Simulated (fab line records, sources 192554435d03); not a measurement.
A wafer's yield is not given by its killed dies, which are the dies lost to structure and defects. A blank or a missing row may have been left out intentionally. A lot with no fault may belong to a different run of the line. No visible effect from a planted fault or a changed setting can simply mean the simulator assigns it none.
Split-lot study    flow n5 finfet    route with 1938 steps; 7 lots, 39 wafers read

== ON THE SPLIT ==
At N5_MIM_TOP_ALD_01 (deposits HfO2, target thk 5.6 nm, pulse time 1 s, purge time 3 s), the setting ald cycles was moved away from the recipe's 62 on 15 of the 39 wafers read, by -59.7% to +25.8%. For the rest of the wafers, this setting stayed at what the recipe calls for.

The reading comes from the split's own step.

== THE READING ==
HfO2_of_MIM_TOP_ALD_01.thk nm (the simulator's own value, which no gauge read), in nm, at N5_MIM_TOP_ALD_01 (deposits HfO2, target thk 5.6 nm, pulse time 1 s, purge time 3 s). The file gives no usual value for it.

wafer   tool, chamber at the split  ald cycles as run  against the recipe  HfO2_of_MIM_TOP_ALD_01.thk nm, nm  against lot-mates on the recipe
L081.1  ald hk-03, 2,3,0            78                 +25.8%              7                                  +1.4
L081.2  ald hk-03, 2,3,0            78                 +25.8%              7                                  +1.4
L081.5  ald hk-03, 2,3,0            78                 +25.8%              7                                  +1.4
L081.3  ald hk-03, 0,1,3            62                 recipe              5.6                                -
L081.4  ald hk-03, 0,1,3            62                 recipe              5.6                                -
L081.6  ald hk-03, 0,1,3            62                 recipe              5.6                                -
L082.1  ald hk-01, 3,2,1,0,3,2      62                 recipe              5.6                                -
L082.2  ald hk-01, 3,2,1,0,3,2      62                 recipe              5.6                                -
L082.3  ald hk-01, 3,2,1,0,3,2      62                 recipe              5.6                                -
L082.4  ald hk-01, 3,2,1,0,3,2      62                 recipe              5.6                                -
L082.5  ald hk-01, 3,2,1,0,3,2      62                 recipe              5.6                                -
L082.6  ald hk-01, 3,2,1,0,3,2      62                 recipe              5.6                                -
L090.1  ald hk-03, 1                72                 +16.1%              6.4                                +0.8
L090.2  ald hk-03, 2,3,2            62                 recipe              5.6                                -
L090.3  ald hk-03, 2,3,2            62                 recipe              5.6                                -
L090.5  ald hk-03, 2,3,2            62                 recipe              5.6                                -
L090.4  ald hk-03, 0,1              72                 +16.1%              6.6                                +1.0
L090.6  ald hk-03, 0,1              72                 +16.1%              6.6                                +1.0
L091.1  ald hk-02, 0,3,3            62                 recipe              5.6                                -
L091.2  ald hk-02, 0,3,3            62                 recipe              5.6                                -
L091.5  ald hk-02, 0,3,3            62                 recipe              5.6                                -
L091.3  ald hk-02, 2,1,0            47                 -24.2%              4.2                                -1.4
L091.4  ald hk-02, 2,1,0            47                 -24.2%              4.2                                -1.4
L091.6  ald hk-02, 2,1,0            47                 -24.2%              4.2                                -1.4
L095.1  ald hk-01, 3,2,3            62                 recipe              5.6                                -
L095.3  ald hk-01, 3,2,3            62                 recipe              5.6                                -
L095.6  ald hk-01, 3,2,3            62                 recipe              5.6                                -
L095.2  ald hk-01, 1,0,0            41                 -33.9%              3.6                                -2.0
L095.4  ald hk-01, 1,0,0            41                 -33.9%              3.6                                -2.0
L095.5  ald hk-01, 1,0,0            41                 -33.9%              3.6                                -2.0
L097.3  ald hk-02, 2,3,1            62                 recipe              5.6                                -
L097.4  ald hk-02, 2,3,1            62                 recipe              5.6                                -
L097.6  ald hk-02, 2,3,1            62                 recipe              5.6                                -
L096.1  ald hk-01, 2,3,2            25                 -59.7%              2.2                                -3.4
L096.2  ald hk-01, 2,3,2            25                 -59.7%              2.2                                -3.4
L096.5  ald hk-01, 2,3,2            25                 -59.7%              2.2                                -3.4
L096.3  ald hk-01, 0,1,1            62                 recipe              5.6                                -
L096.4  ald hk-01, 0,1,1            62                 recipe              5.6                                -
L096.6  ald hk-01, 0,1,1            62                 recipe              5.6                                -
If several chambers appear in one row, that row covers several wafers at once and the file leaves open which wafer was in which chamber.

FIT RESULTS
A straight line over all 39 wafers: HfO2_of_MIM_TOP_ALD_01.thk nm changes by +0.0571 nm for each +1% of ald cycles; r = +1.00; the points scatter about the line by 0.038 nm.
The same after taking each lot's own level away (the mean of its wafers on the recipe; 39 wafers): +0.0571 nm for each +1%; r = +1.00; scatter 0.038 nm.
On that fit, the largest move of ald cycles shifts the reading by 3.4 nm.
The lots' own levels span 5.60 to 5.60 nm.
Consequently the slope shifts little with the lot-to-lot level, the two slopes agreeing.
Check: with one of the wafers moved furthest among these (-59.7%) left out of the fit, the line predicts -3.42 nm for it against its lot-mates. It came out at -3.4 nm against them.

== THE OTHER SPLITS THESE WAFERS WENT THROUGH ==
Other splits were also applied to these wafers ahead of the reading. Each is held against what the fit with the lots' levels taken away leaves over:
other split on the same wafers      wafers away from the commonest value  r with HfO2_of_MIM_TOP_ALD_01.thk nm (lot level and that fit taken away)
N5_BEOL_M8_ILD_DEP_00 target thk a  15                                    -0.48
N5_BEOL_M9_CVD_78 target thk a      9                                     +0.16
N5_BEOL_M10_DEP_56 target thk a     12                                    +0.02
N5_BEOL_M13_ETCH_59 time s          15                                    -0.18

== THE FILE'S OWN FIT ==
HfO2_of_MIM_TOP_ALD_01.thk nm changes by +0.0572 nm for each +1% of ald cycles, r = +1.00.
